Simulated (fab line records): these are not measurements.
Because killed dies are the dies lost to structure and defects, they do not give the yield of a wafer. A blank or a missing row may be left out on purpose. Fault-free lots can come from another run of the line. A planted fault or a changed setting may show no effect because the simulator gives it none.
A lot that was struck, set against a sound lot | flow n5Finfet | 18 out of 1938 route steps
Sound: wafers L681.2, L681.5, L681.6. The struck wafers were L669.2, L669.4, L669.5. The cause is named last.
Order at every step that has rows: each side's tool, ch and its chambers, its first start. Under that, the readings that differ: sound wafers | struck wafers | difference of the means | sigmas: that difference in standard deviations of wafers without a fault.
alike: readings whose means differ by less than 2 such deviations, and words and numbers that are the same on both sides. not compared: withheld readings, readings that some wafer has no value for, bounds like >300 that may hide the same value, and numbers for which the record gives no deviation and whose values overlap.
Wherever a step has rows on one side only, a row that says differs or no value, or a row with sigmas, the two part there. Numbers that don't overlap but have no deviation are shown without sigmas and don't part them. A reading that every wafer of one side lacks parts them only if that side has two wafers or more.

first, 3 steps without rows for these wafers: N5_BEOL_M13_ETCH_38 (etches SiCN in CF4/N2, target depth 67.5 nm, time 71.9 s); N5_BEOL_M13_PRECLEAN_39 (cleans in residue remover, time 60 s); N5_BEOL_M13_SRD_40 (time 30 s, dry time 30 s).
N5_BEOL_M13_DEGAS_41: time 60 s.
  struck on pvdSputter-02, day 12 22:27; sound on pvdSputter-02, day 15 16:47
  alike: heaterPowerW
then, 5 steps without rows for these wafers: N5_BEOL_M13_PRE_CLEAN_42 (time 30 s); N5_BEOL_M13_SPUTTER_43 (material TaN, target thk 15 nm, time 24.19 s); N5_BEOL_M13_SPUTTER_44 (material Ta, target thk 10 nm, time 16.13 s); N5_BEOL_M13_SPUTTER_45 (material Cu, target thk 80 nm, time 13.33 s); N5_BEOL_M13_ECD_47 (material Cu, target thk 936 nm).
N5_BEOL_M13_ANNEAL_48: time 90 s.
  sound on rtpAnneal-02 ch 0, day 15 17:21; struck on rtpAnneal-01 ch 0, day 12 23:01
reading          | sound             | struck            | difference | sigmas
wafer_temp_C_max | 225.8 225.7 225.6 | 226.7 226.8 226.9 | +1.1       | +2
N5_BEOL_M13_CMP_49: polishes, stops on SiOC, t overpolish 17.1 s, target thk 420 nm.
  sound on cmp-04 ch 1,2, day 15 17:38; struck on cmp-04 ch 0,3, day 12 23:16
  alike: barrierFieldEndpointS, motorCurrentA, overpolishRunS, retainingRingPressureFrac
N5_BEOL_M13_THK_MEAS_50: measures by xrf.
  struck on filmMetro-01, day 12 23:34; sound on filmMetro-01, day 15 17:54
reading      | sound       | struck      | difference | sigmas
M13_THK (nm) | 413 420 413 | 429 436 432 | +17        | +2
N5_BEOL_M13_PRE_CLEAN_52: time 15 s.
  sound on pecvd-03 ch 0,2, day 15 17:56; struck on pecvd-03 ch 0,1, day 12 23:36
N5_BEOL_M13_DEP_53: deposits SiCN from 3MS/NH3, target thk 50 nm, time 17.8 s.
  sound on pecvd-03 ch 0,2, day 15 17:58; struck on pecvd-03 ch 0,1, day 12 23:38
  alike: showerheadPlenumPTorr, showerheadVppV, throttleValvePct
N5_BEOL_M13_RS_MEAS_54: the measuring method here is four-point-probe.
  struck on filmMetro-01, day 12 23:41; sound on filmMetro-01, day 15 18:03
  alike: M13_RS
N5_BEOL_M13_INSPECT_55: inspects for defects (darkfield).
  struck on defectInspect-02, day 12 23:43; sound on defectInspect-02, day 15 18:05
reading        | sound    | struck      | difference | sigmas
rawDefectCount | 38 69 43 | 483 455 519 | +436       | +16
N5_BEOL_M14_ILD_DEP_00: deposits SiO2 from TEOS/O2, target thk 1119.3 nm, time 237.4 s.
  sound on pecvd-03 ch 0,2, day 15 18:07; struck on pecvd-01 ch 0,1,2, day 12 23:46
  alike: heaterPowerW, showerheadPlenumPTorr, showerheadVppV, throttleValvePct
N5_PASSIVATION_PROBE_49:
  the record has rows for the struck wafers here (prober-01, day 13 23:04) and none for the sound ones

WHERE THEY PART
First at N5_BEOL_M13_ANNEAL_48; last, within this record, at N5_PASSIVATION_PROBE_49.

WHY: the cause the simulator had injected
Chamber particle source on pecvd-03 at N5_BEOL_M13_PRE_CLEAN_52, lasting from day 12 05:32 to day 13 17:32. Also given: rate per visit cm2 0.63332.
